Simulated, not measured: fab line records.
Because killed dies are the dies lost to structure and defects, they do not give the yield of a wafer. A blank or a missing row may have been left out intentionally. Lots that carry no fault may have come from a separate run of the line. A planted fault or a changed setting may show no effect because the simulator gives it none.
Matching of chambers ; flow nand_harc ; 4 sister chambers for NHARC_P_GATE_DESCUM_48 on rie_diel-07
The step chemistry O2, time 3 s. 8 wafers are shown with their chamber, then 7 later ones without.

## WAFERS PAIRED WITH THEIR CHAMBERS
wafer;chamber;showerhead_plenum_p_Torr (Torr);drypump_motor_current_A (A)
L649.3;2;1.81;5.5
L650.1;1;1.89;6.2
L650.5;3;1.94;6.0
L660.1;3;1.94;6.0
L660.3;1;1.88;6.2
L660.6;0;2.00;6.3
L662.1;2;1.81;5.6
L662.5;0;2.00;6.3

## WAFERS WITH NO CHAMBER GIVEN
wafer;showerhead_plenum_p_Torr (Torr);drypump_motor_current_A (A)
L662.6;1.93;6.0
L664.1;2.00;6.3
L664.3;1.93;6.0
L664.4;1.88;6.1
L663.1;1.93;6.0
L663.2;2.00;6.3
L663.4;1.88;6.2

## WHICH CHAMBER EACH WENT THROUGH
wafer;from the rows above;in truth
L662.6;3;3
L664.1;0;0
L664.3;3;3
L664.4;1;1
L663.1;3;3
L663.2;0;0
L663.4;1;1
7 of 7 placed correctly. Number that these rows cannot place: 0. Number placed wrongly: 0.
How it was worked out, from the rows above alone: a wafer's distance from a chamber is the root of the sum, over the readings, of the square of ((its reading less the chamber's mean) divided by the reading's scatter). If the next closest chamber is less than 2 further off than the closest, the wafer can't be placed; otherwise it belongs to the closest. Each chamber's mean is taken over the wafers shown for it. The scatter: the root of (the sum of the squares of (reading less its chamber's mean) over the shown wafers, divided by (wafers less chambers)).
